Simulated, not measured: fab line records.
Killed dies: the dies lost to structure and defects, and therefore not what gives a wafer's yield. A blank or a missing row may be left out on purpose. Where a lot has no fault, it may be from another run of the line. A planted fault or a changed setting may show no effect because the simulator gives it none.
fab line records | flow nand_harc
record lots=14 | wafers=42 | last_day=33
route steps=1302 shown A_SOURCE_PLATE@416 A_ONON_D1@431 END@1302
lots that met no fault: from a run of the same line without faults
start_h: the number of hours between the record's first day and the start of the first shown wafer of the lot | wait_h: hours from the lot's prior step to this one | " unchanged from the row above | L1.1+2: several wafers, shown together as one row | - no value, or no start was given | * or withheld: withheld | < > ~ a bound
route shown NAME@n: names a module that has steps shown in the file, with the first one's number in the route | usual: mean and standard deviation over wafers with no fault | same: alike in all rows | chamber/n: place in a boat | sites: the reading at each site | _std_site: the standard deviation of these | _edge_site: outer sites' mean less inner sites' | radius_mm: how far each site lies from the wafer's centre | mask NAME#n: copy n | behind: the tool/chamber that last shaped the wafer | hold: cause of the lot's hold/its duration in hours/its outcome | device: the transistor (n, p or np) that didn't switch | end of line: tests of these same wafers at the route's end | a step given without rows: its recipe and nothing more | killed: dies that structure and defects cost at the first sort, which is not the same as the wafer's yield | map: a wafer's dies, marking killed ones x, the rest . and places with no die _
set.NAME: the run value of the setting; set.NAME@STEP: its run value at that earlier step | model.NAME: the simulator's own value behind a step, which no gauge read
one table for each step of the route and one row for each wafer, over a sample of lots
services: when a tool's chamber went out of use (start_h, in hours from the record's first day, below 0 if earlier), for how many hours, and the reason
## steps
# step NHARC_A_SOURCE_PLATE_THK_MEAS_09
# recipe thk_meas_gauge=ellipsometry
# usual thk_nm=9.5/1.1
lot.wafer | tool          | chamber | start_h | wait_h | thk_nm
L605.1    | film_metro-01 | -       | 151.82  | 0.4    | 9.2
L605.4    | "             | -       | "       | "      | 8.6
L605.5    | "             | -       | "       | "      | 8.4
L606.1    | film_metro-01 | -       | 162.94  | 0.4    | 10.3
L606.4    | "             | -       | "       | "      | 10.0
L606.5    | "             | -       | "       | "      | 10.3
L607.1    | film_metro-02 | -       | 172.26  | 0.4    | 10.1
L607.3    | "             | -       | "       | "      | 9.8
L607.5    | "             | -       | "       | "      | 10.9
L608.1    | film_metro-01 | -       | 179.63  | 0.4    | 10.4
L608.3    | "             | -       | "       | "      | 10.6
L608.4    | "             | -       | "       | "      | 8.5
L609.2    | film_metro-02 | -       | 187.34  | 0.4    | 7.7
L609.3    | "             | -       | "       | "      | 8.3
L609.4    | "             | -       | "       | "      | 11.3
L610.1    | film_metro-02 | -       | 193.73  | 0.4    | 10.3
L610.4    | "             | -       | "       | "      | 9.0
L610.6    | "             | -       | "       | "      | 8.2
L611.2    | film_metro-02 | -       | 206.48  | 0.4    | 11.3
L611.4    | "             | -       | "       | "      | 11.4
L611.6    | "             | -       | "       | "      | 10.9
L612.2    | film_metro-02 | -       | 214.02  | 0.4    | 10.3
L612.3    | "             | -       | "       | "      | 10.1
L612.6    | "             | -       | "       | "      | 10.1
L613.2    | film_metro-02 | -       | 231.35  | 0.4    | 8.3
L613.5    | "             | -       | "       | "      | 8.4
L613.6    | "             | -       | "       | "      | 9.4
L615.1    | film_metro-01 | -       | 240.07  | 0.4    | 10.2
L615.2    | "             | -       | "       | "      | 9.5
L615.6    | "             | -       | "       | "      | 8.1
L620.2    | film_metro-01 | -       | 305.96  | 0.4    | 7.1
L620.3    | "             | -       | "       | "      | 10.7
L620.4    | "             | -       | "       | "      | 8.9
L622.2    | film_metro-01 | -       | 316.64  | 0.4    | 9.1
L622.3    | "             | -       | "       | "      | 11.3
L622.6    | "             | -       | "       | "      | 8.6
L627.1    | film_metro-01 | -       | 368.33  | 0.4    | 10.2
L627.2    | "             | -       | "       | "      | 9.3
L627.6    | "             | -       | "       | "      | 9.7
L628.1    | film_metro-01 | -       | 382.30  | 0.4    | 10.9
L628.3    | "             | -       | "       | "      | 9.3
L628.5    | "             | -       | "       | "      | 8.7
# step NHARC_A_ONON_D1_THK_MEAS_11
# recipe thk_meas_gauge=ellipsometry
# usual thk_nm=999/8.7
lot.wafer | tool          | chamber | start_h | wait_h | thk_nm
L605.1    | film_metro-02 | -       | 167.24  | -      | 1000
L605.4    | "             | -       | "       | "      | 1000
L605.5    | "             | -       | "       | "      | 999
L606.1    | film_metro-01 | -       | 177.73  | -      | 996
L606.4    | "             | -       | "       | "      | 996
L606.5    | "             | -       | "       | "      | 996
L607.1    | film_metro-01 | -       | 187.16  | -      | 1009
L607.3    | "             | -       | "       | "      | 1006
L607.5    | "             | -       | "       | "      | 1005
L608.1    | film_metro-01 | -       | 194.50  | -      | 1001
L608.3    | "             | -       | "       | "      | 1000
L608.4    | "             | -       | "       | "      | 1001
L609.2    | film_metro-01 | -       | 203.56  | -      | 1017
L609.3    | "             | -       | "       | "      | 1016
L609.4    | "             | -       | "       | "      | 1016
L610.1    | film_metro-02 | -       | 212.37  | -      | 1010
L610.4    | "             | -       | "       | "      | 1011
L610.6    | "             | -       | "       | "      | 1009
L611.2    | film_metro-01 | -       | 225.30  | -      | 990
L611.4    | "             | -       | "       | "      | 992
L611.6    | "             | -       | "       | "      | 991
L612.2    | film_metro-01 | -       | 229.26  | -      | 985
L612.3    | "             | -       | "       | "      | 983
L612.6    | "             | -       | "       | "      | 985
L613.2    | film_metro-02 | -       | 246.17  | -      | 985
L613.5    | "             | -       | "       | "      | 984
L613.6    | "             | -       | "       | "      | 986
L615.1    | film_metro-01 | -       | 256.02  | -      | 984
L615.2    | "             | -       | "       | "      | 985
L615.6    | "             | -       | "       | "      | 984
L620.2    | film_metro-01 | -       | 321.18  | -      | 1012
L620.3    | "             | -       | "       | "      | 1010
L620.4    | "             | -       | "       | "      | 1010
L622.2    | film_metro-01 | -       | 331.87  | -      | 990
L622.3    | "             | -       | "       | "      | 989
L622.6    | "             | -       | "       | "      | 992
L627.1    | film_metro-01 | -       | 383.47  | -      | 1007
L627.2    | "             | -       | "       | "      | 1004
L627.6    | "             | -       | "       | "      | 1004
L628.1    | film_metro-02 | -       | 397.56  | -      | 999
L628.3    | "             | -       | "       | "      | 996
L628.5    | "             | -       | "       | "      | 998
# step NHARC_A_ONON_D1_DEP_12
# recipe target_thk_a=10000 | n2_flow_sccm=2750 | n2o_flow_sccm=2000 | nh3_flow_sccm=500 | sih4_flow_sccm=210 | temp_c=400
lot.wafer  | tool          | chamber | start_h | wait_h
L605.1+4+5 | pecvd_onon-04 | 0       | 167.30  | 0.1
L606.1+4+5 | pecvd_onon-03 | 0       | 177.78  | 0.1
L607.1+3+5 | pecvd_onon-03 | 0       | 187.22  | 0.1
L608.1+3+4 | pecvd_onon-01 | 0       | 194.56  | 0.1
L609.2+3+4 | pecvd_onon-01 | 0       | 203.68  | 0.1
L610.1+4+6 | pecvd_onon-01 | 0       | 212.42  | 0.1
L611.2+4+6 | pecvd_onon-03 | 0       | 225.42  | 0.1
L612.2+3+6 | pecvd_onon-04 | 0       | 229.38  | 0.1
L613.2+5+6 | pecvd_onon-01 | 0       | 246.29  | 0.1
L615.1+2+6 | pecvd_onon-04 | 0       | 256.08  | 0.1
L620.2+3+4 | pecvd_onon-03 | 0       | 321.29  | 0.1
L622.2+3+6 | pecvd_onon-03 | 0       | 331.99  | 0.1
L627.1+2+6 | pecvd_onon-04 | 0       | 383.52  | 0.1
L628.1+3+5 | pecvd_onon-03 | 0       | 397.62  | 0.1
# step NHARC_A_ONON_D1_THK_MEAS_14
# recipe thk_meas_gauge=ellipsometry
# usual thk_nm=999/11
lot.wafer | tool          | chamber | start_h | wait_h | thk_nm
L605.1    | film_metro-02 | -       | 167.82  | -      | 986
L605.4    | "             | -       | "       | "      | 985
L605.5    | "             | -       | "       | "      | 986
L606.1    | film_metro-01 | -       | 178.29  | -      | 997
L606.4    | "             | -       | "       | "      | 997
L606.5    | "             | -       | "       | "      | 997
L607.1    | film_metro-02 | -       | 187.73  | -      | 994
L607.3    | "             | -       | "       | "      | 993
L607.5    | "             | -       | "       | "      | 994
L608.1    | film_metro-01 | -       | 195.07  | -      | 1007
L608.3    | "             | -       | "       | "      | 1003
L608.4    | "             | -       | "       | "      | 1004
L609.2    | film_metro-02 | -       | 204.12  | -      | 1005
L609.3    | "             | -       | "       | "      | 1004
L609.4    | "             | -       | "       | "      | 1007
L610.1    | film_metro-02 | -       | 212.93  | -      | 988
L610.4    | "             | -       | "       | "      | 987
L610.6    | "             | -       | "       | "      | 986
L611.2    | film_metro-01 | -       | 225.87  | -      | 1000
L611.4    | "             | -       | "       | "      | 1000
L611.6    | "             | -       | "       | "      | 1000
L612.2    | film_metro-02 | -       | 229.84  | -      | 1013
L612.3    | "             | -       | "       | "      | 1011
L612.6    | "             | -       | "       | "      | 1011
L613.2    | film_metro-02 | -       | 246.74  | -      | 996
L613.5    | "             | -       | "       | "      | 996
L613.6    | "             | -       | "       | "      | 995
L615.1    | film_metro-02 | -       | 256.59  | -      | 992
L615.2    | "             | -       | "       | "      | 995
L615.6    | "             | -       | "       | "      | 994
L620.2    | film_metro-01 | -       | 321.74  | -      | 1339
L620.3    | "             | -       | "       | "      | 1019
L620.4    | "             | -       | "       | "      | 1340
L622.2    | film_metro-01 | -       | 332.44  | -      | 1312
L622.3    | "             | -       | "       | "      | 992
L622.6    | "             | -       | "       | "      | 993
L627.1    | film_metro-01 | -       | 384.04  | -      | 994
L627.2    | "             | -       | "       | "      | 994
L627.6    | "             | -       | "       | "      | 994
L628.1    | film_metro-01 | -       | 398.13  | -      | 991
L628.3    | "             | -       | "       | "      | 991
L628.5    | "             | -       | "       | "      | 991
# step NHARC_A_ONON_D1_THK_MEAS_27
# recipe thk_meas_gauge=ellipsometry
# usual thk_nm=999/9.7
lot.wafer | tool          | chamber | start_h | wait_h | thk_nm
L605.1    | film_metro-02 | -       | 177.62  | -      | 999
L605.4    | "             | -       | "       | "      | 999
L605.5    | "             | -       | "       | "      | 998
L606.1    | film_metro-02 | -       | 188.60  | -      | 994
L606.4    | "             | -       | "       | "      | 997
L606.5    | "             | -       | "       | "      | 995
L607.1    | film_metro-01 | -       | 197.23  | -      | 999
L607.3    | "             | -       | "       | "      | 1000
L607.5    | "             | -       | "       | "      | 999
L608.1    | film_metro-01 | -       | 204.44  | -      | 992
L608.3    | "             | -       | "       | "      | 993
L608.4    | "             | -       | "       | "      | 991
L609.2    | film_metro-01 | -       | 213.85  | -      | 981
L609.3    | "             | -       | "       | "      | 979
L609.4    | "             | -       | "       | "      | 981
L610.1    | film_metro-01 | -       | 223.00  | -      | 1014
L610.4    | "             | -       | "       | "      | 1013
L610.6    | "             | -       | "       | "      | 1013
L611.2    | film_metro-01 | -       | 237.68  | -      | 991
L611.4    | "             | -       | "       | "      | 991
L611.6    | "             | -       | "       | "      | 992
L612.2    | film_metro-02 | -       | 237.69  | -      | 996
L612.3    | "             | -       | "       | "      | 993
L612.6    | "             | -       | "       | "      | 995
L613.2    | film_metro-02 | -       | 256.27  | -      | 999
L613.5    | "             | -       | "       | "      | 999
L613.6    | "             | -       | "       | "      | 998
L615.1    | film_metro-02 | -       | 269.74  | -      | 1014
L615.2    | "             | -       | "       | "      | 1015
L615.6    | "             | -       | "       | "      | 1014
L620.2    | film_metro-02 | -       | 332.13  | -      | 1008
L620.3    | "             | -       | "       | "      | 1010
L620.4    | "             | -       | "       | "      | 1010
L622.2    | film_metro-01 | -       | 341.91  | -      | 983
L622.3    | "             | -       | "       | "      | 983
L622.6    | "             | -       | "       | "      | 983
L627.1    | film_metro-01 | -       | 393.50  | -      | 994
L627.2    | "             | -       | "       | "      | 993
L627.6    | "             | -       | "       | "      | 992
L628.1    | film_metro-02 | -       | 407.62  | -      | 996
L628.3    | "             | -       | "       | "      | 997
L628.5    | "             | -       | "       | "      | 997
# step NHARC_END_SORT_01
# recipe temp_c=25
# usual killed_at_array=55/19 | killed_at_other=0.6/0.99 | killed_at_periphery=4.2/2.6 | killed_dies=60/18 | killed_open=3.4/1.7 | killed_short=2.3/1.5
# same gross_dies=677
lot.wafer | tool      | chamber | start_h | wait_h | killed_at_array | killed_at_other | killed_at_periphery | killed_dies | killed_open | killed_short
L606.1    | prober-01 | 0       | 571.00  | 2.5    | 76              | 0               | 3                   | 79          | 3           | 1
L606.4    | prober-01 | 0       | 573.39  | 3.4    | 68              | 0               | 4                   | 72          | 3           | 1
L606.5    | prober-01 | 0       | 574.18  | 3.7    | 79              | 0               | 3                   | 82          | 4           | 4
L610.1    | prober-01 | 0       | 595.74  | 2.5    | 68              | 1               | 6                   | 75          | 2           | 3
L610.4    | prober-01 | 0       | 598.13  | 3.4    | 43              | 4               | 6                   | 53          | 2           | 2
L610.6    | prober-01 | 0       | 599.72  | 4.0    | 61              | 1               | 6                   | 68          | 2           | 1
L608.1    | prober-01 | 0       | 604.76  | 2.5    | 96              | 0               | 0                   | 96          | 4           | 1
L608.3    | prober-01 | 0       | 606.36  | 3.1    | 78              | 0               | 3                   | 81          | 4           | 0
L608.4    | prober-01 | 0       | 607.16  | 3.4    | 100             | 0               | 1                   | 101         | 2           | 4
L611.2    | prober-01 | 0       | 624.22  | 2.8    | 61              | 0               | 4                   | 65          | 2           | 4
L611.4    | prober-01 | 0       | 625.82  | 3.4    | 55              | 1               | 8                   | 64          | 5           | 3
L611.6    | prober-01 | 0       | 627.43  | 4.0    | 55              | 0               | 0                   | 55          | 1           | 1
L615.1    | prober-02 | 0       | 645.39  | 2.5    | 63              | 0               | 8                   | 71          | 1           | 2
L615.2    | prober-02 | 0       | 646.19  | 2.8    | 60              | 0               | 3                   | 63          | 3           | 3
L615.6    | prober-02 | 0       | 649.41  | 4.0    | 57              | 0               | 6                   | 63          | 3           | 2
L613.2    | prober-01 | 0       | 646.21  | 2.8    | 41              | 2               | 3                   | 46          | 2           | 4
L613.5    | prober-01 | 0       | 648.61  | 3.7    | 41              | 2               | 8                   | 51          | 3           | 1
L613.6    | prober-01 | 0       | 649.41  | 4.0    | 40              | 0               | 7                   | 47          | 2           | 2
L620.2    | prober-01 | 0       | 705.42  | 2.8    | 46              | 1               | 2                   | 49          | 3           | 2
L620.3    | prober-01 | 0       | 706.22  | 3.1    | 35              | 0               | 1                   | 36          | 0           | 1
L620.4    | prober-01 | 0       | 707.02  | 3.4    | 48              | 0               | 5                   | 53          | 4           | 3
L622.2    | prober-02 | 0       | 719.61  | 2.8    | 29              | 1               | 4                   | 34          | 9           | 6
L622.3    | prober-02 | 0       | 720.42  | 3.1    | 22              | 0               | 3                   | 25          | 4           | 5
L622.6    | prober-02 | 0       | 722.85  | 4.0    | 28              | 1               | 5                   | 34          | 2           | 3
# killed by level:class
L606.1 A_CHANNEL_HOLE_D2:chamber_film_flake=29 A_SLIT:chamber_film_flake=27 A_CHANNEL_HOLE_D1:chamber_film_flake=4 A_SGD_CUT:chamber_film_flake=4 P_STI:chamber_film_flake=3 A_CHANNEL_FILL_D2:chamber_film_flake=3 A_M0:chamber_film_flake=3 A_ONON_D2:geometric_particle:short=1
L606.4 A_CHANNEL_HOLE_D2:chamber_film_flake=33 A_SLIT:chamber_film_flake=18 A_CHANNEL_HOLE_D1:chamber_film_flake=5 A_STAIRCASE:chamber_film_flake=3 A_SGD_CUT:chamber_film_flake=3 P_M0:chamber_film_flake=2 A_M0:chamber_film_flake=2 P_GATE:geometric_particle:open=1
L606.5 A_CHANNEL_HOLE_D2:chamber_film_flake=41 A_SLIT:chamber_film_flake=25 A_CONTACT:chamber_film_flake=3 P_CONTACT:geometric_particle:open=2 A_CHANNEL_FILL_D2:geometric_particle:short=2 A_ONON_D2:geometric_particle:open=1 A_WL_FILL:geometric_particle:short=1 A_CONTACT:geometric_particle:short=1
L610.1 A_CHANNEL_HOLE_D2:chamber_film_flake=34 A_CHANNEL_HOLE_D1:chamber_film_flake=24 A_CONTACT:chamber_film_flake=3 P_ZERO_WELL:chamber_film_flake=2 P_STI:geometric_particle:short=1 A_ONON_D2:geometric_particle:short=1 A_CHANNEL_FILL_D2:geometric_particle:short=1 A_WL_FILL:geometric_particle:open=1
L610.4 A_CHANNEL_HOLE_D2:chamber_film_flake=15 A_CHANNEL_HOLE_D1:chamber_film_flake=14 P_ZERO_WELL:chamber_film_flake=3 A_STAIRCASE:chamber_film_flake=3 A_CONTACT:chamber_film_flake=3 HYBRID_BOND:chamber_film_flake=3 A_DECK1_JOINT:chamber_film_flake=2 A_M1:chamber_film_flake=2
L610.6 A_CHANNEL_HOLE_D1:chamber_film_flake=27 A_CHANNEL_HOLE_D2:chamber_film_flake=18 A_STAIRCASE:chamber_film_flake=5 A_CONTACT:chamber_film_flake=4 P_ZERO_WELL:chamber_film_flake=2 P_STI:chamber_film_flake=2 P_GATE:chamber_film_flake=2 A_CHANNEL_FILL_D2:chamber_film_flake=2
L608.1 A_CHANNEL_HOLE_D1:chamber_film_flake=39 A_SLIT:chamber_film_flake=24 A_CHANNEL_HOLE_D2:chamber_film_flake=20 A_DECK1_JOINT:chamber_film_flake=3 A_STAIRCASE:chamber_film_flake=2 A_ONON_D2:geometric_particle:open=1 A_SGD_CUT:geometric_particle:open=1 A_BLC:geometric_particle:open=1
L608.3 A_SLIT:chamber_film_flake=25 A_CHANNEL_HOLE_D2:chamber_film_flake=24 A_CHANNEL_HOLE_D1:chamber_film_flake=20 P_CONTACT:geometric_particle:open=3 A_CHANNEL_FILL_D2:chamber_film_flake=3 A_STAIRCASE:chamber_film_flake=3 A_CHANNEL_FILL_D2:geometric_particle:open=1 A_CONTACT:chamber_film_flake=1
L608.4 A_CHANNEL_HOLE_D2:chamber_film_flake=38 A_CHANNEL_HOLE_D1:chamber_film_flake=25 A_SLIT:chamber_film_flake=24 A_CHANNEL_FILL_D2:chamber_film_flake=3 A_STAIRCASE:chamber_film_flake=3 A_ONON_D1:geometric_particle:short=2 P_CONTACT:geometric_particle:open=1 A_ONON_D1:geometric_particle:open=1
L611.2 A_CHANNEL_HOLE_D1:chamber_film_flake=24 A_CHANNEL_HOLE_D2:chamber_film_flake=14 A_STAIRCASE:chamber_film_flake=7 A_CONTACT:chamber_film_flake=6 A_CHANNEL_FILL_D2:chamber_film_flake=3 P_GATE:chamber_film_flake=2 P_GATE:geometric_particle:open=1 A_DECK1_JOINT:geometric_particle:short=1
L611.4 A_CHANNEL_HOLE_D1:chamber_film_flake=28 A_CHANNEL_HOLE_D2:chamber_film_flake=7 A_STAIRCASE:chamber_film_flake=6 P_BONDPAD:chamber_film_flake=4 A_CONTACT:chamber_film_flake=3 A_ONON_D2:geometric_particle:short=2 A_SGD_CUT:chamber_film_flake=2 A_SLIT:chamber_film_flake=2
L611.6 A_CHANNEL_HOLE_D1:chamber_film_flake=31 A_CHANNEL_HOLE_D2:chamber_film_flake=12 A_STAIRCASE:chamber_film_flake=5 A_CONTACT:chamber_film_flake=3 A_ONON_D1:geometric_particle:short=1 A_M1:geometric_particle:open=1 A_CHANNEL_FILL_D2:chamber_film_flake=1 A_SGD_CUT:chamber_film_flake=1
L615.1 A_CHANNEL_HOLE_D1:chamber_film_flake=35 A_CHANNEL_HOLE_D2:chamber_film_flake=13 P_BONDPAD:chamber_film_flake=6 A_CHANNEL_FILL_D1:chamber_film_flake=3 A_CONTACT:chamber_film_flake=3 P_CONTACT:chamber_film_flake=2 A_STAIRCASE:chamber_film_flake=2 A_SLIT:chamber_film_flake=2
L615.2 A_CHANNEL_HOLE_D1:chamber_film_flake=26 A_CHANNEL_HOLE_D2:chamber_film_flake=20 P_BONDPAD:chamber_film_flake=3 A_STAIRCASE:chamber_film_flake=3 A_ONON_D2:geometric_particle:open=2 A_CONTACT:chamber_film_flake=2 A_CHANNEL_HOLE_D1:geometric_particle:short=1 A_CHANNEL_FILL_D1:geometric_particle:open=1
L613.2 A_CHANNEL_HOLE_D2:chamber_film_flake=16 A_CHANNEL_HOLE_D1:chamber_film_flake=6 A_SLIT:chamber_film_flake=6 A_CONTACT:chamber_film_flake=4 A_STAIRCASE:chamber_film_flake=3 A_CHANNEL_FILL_D2:geometric_particle:short=2 A_CHANNEL_FILL_D1:geometric_particle:short=1 A_ONON_D2:geometric_particle:open=1
L613.5 A_CHANNEL_HOLE_D2:chamber_film_flake=15 A_SLIT:chamber_film_flake=7 P_GATE:chamber_film_flake=4 A_CONTACT:chamber_film_flake=4 A_STAIRCASE:chamber_film_flake=4 A_WL_FILL:chamber_film_flake=4 A_CHANNEL_HOLE_D1:chamber_film_flake=3 THIN_TSV:chamber_film_flake=2
L615.6 A_CHANNEL_HOLE_D1:chamber_film_flake=22 A_CHANNEL_HOLE_D2:chamber_film_flake=12 A_CONTACT:chamber_film_flake=6 P_BONDPAD:chamber_film_flake=5 A_STAIRCASE:chamber_film_flake=3 A_CHANNEL_FILL_D2:chamber_film_flake=3 A_WL_FILL:chamber_film_flake=3 A_CHANNEL_FILL_D1:chamber_film_flake=2
L613.6 A_CHANNEL_HOLE_D2:chamber_film_flake=18 A_CHANNEL_HOLE_D1:chamber_film_flake=7 A_STAIRCASE:chamber_film_flake=6 P_GATE:chamber_film_flake=4 A_SLIT:chamber_film_flake=3 A_CONTACT:chamber_film_flake=3 P_M0:geometric_particle:open=1 P_M0:geometric_particle:short=1
L620.2 A_CHANNEL_HOLE_D2:chamber_film_flake=22 A_CHANNEL_HOLE_D1:chamber_film_flake=12 A_SLIT:chamber_film_flake=4 A_CHANNEL_FILL_D2:geometric_particle:open=2 A_BONDPAD:chamber_film_flake=2 P_M0:geometric_particle:open=1 A_DECK1_JOINT:geometric_particle:short=1 A_CHANNEL_FILL_D2:geometric_particle:short=1
L620.3 A_CHANNEL_HOLE_D2:chamber_film_flake=19 A_CHANNEL_HOLE_D1:chamber_film_flake=11 A_SLIT:chamber_film_flake=3 A_WL_FILL:geometric_particle:short=1 P_GATE:chamber_film_flake=1 A_BONDPAD:chamber_film_flake=1
L620.4 A_CHANNEL_HOLE_D2:chamber_film_flake=24 A_CHANNEL_HOLE_D1:chamber_film_flake=12 A_SLIT:chamber_film_flake=5 P_M0:geometric_particle:open=2 P_M0:geometric_particle:short=1 A_DECK1_JOINT:geometric_particle:short=1 A_BLC:geometric_particle:open=1 A_M0:geometric_particle:open=1
L622.2 A_CHANNEL_HOLE_D1:chamber_film_flake=12 A_CONTACT:geometric_particle:open=3 P_STI:chamber_film_flake=3 A_M0:geometric_particle:short=2 A_SLIT:chamber_film_flake=2 P_M2:geometric_particle:open=1 A_CHANNEL_FILL_D1:geometric_particle:short=1 A_DECK1_JOINT:geometric_particle:open=1
L622.3 A_CHANNEL_HOLE_D1:chamber_film_flake=10 A_CONTACT:geometric_particle:open=2 P_STI:chamber_film_flake=2 A_CONTACT:chamber_film_flake=2 P_CONTACT:geometric_particle:open=1 A_DECK1_JOINT:geometric_particle:short=1 A_ONON_D2:geometric_particle:short=1 A_CHANNEL_HOLE_D2:geometric_particle:short=1
L622.6 A_CHANNEL_HOLE_D1:chamber_film_flake=14 A_SLIT:chamber_film_flake=4 P_STI:chamber_film_flake=4 A_CONTACT:chamber_film_flake=4 A_ONON_D1:geometric_particle:open=1 A_ONON_D1:geometric_particle:short=1 A_CHANNEL_FILL_D2:geometric_particle:open=1 A_WL_FILL:geometric_particle:short=1
## services
tool          | chamber | start_h | hours | kind
pecvd_onon-03 | -       | 227.39  | 13.0  | pm
pecvd_onon-01 | -       | 269.20  | 13.0  | pm
pecvd_onon-04 | -       | 311.18  | 13.0  | pm
pecvd_onon-01 | -       | 383.33  | 6.7   | repair
## key
first_sign step=NHARC_A_ONON_D1_THK_MEAS_14 | reading=thk_nm | direction=up | sigmas=31 | usual=999 | struck=1330
effect none on later readings
met_at NHARC_A_ONON_D1_DEP_12
struck_lots L620,L622
struck_wafers L620.2,L620.4,L622.2
tester_left_out L620,L622
not_acting_at NHARC_A_SOURCE_PLATE_THK_MEAS_09,NHARC_A_ONON_D1_THK_MEAS_11,NHARC_A_ONON_D1_THK_MEAS_27
onset_between 225.42 321.29
fault kind=process_parameter_drift | tool=pecvd_onon-03 | chamber=- | onset_h=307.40 | steps=NHARC_A_ONON_D1_DEP_12 | channel=target_thk_a | offset=* | shape=step | end_h=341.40 | scope=struck_wafers_only | acts_in=* | stated=*
# tester_left_out: of these lots the tester's yield and bins aren't shown, on N5 and GAA mostly nor the transistor test; their killed dies are dies lost to structure and defects alone, not to doping, threshold or leakage, so they don't give the yield
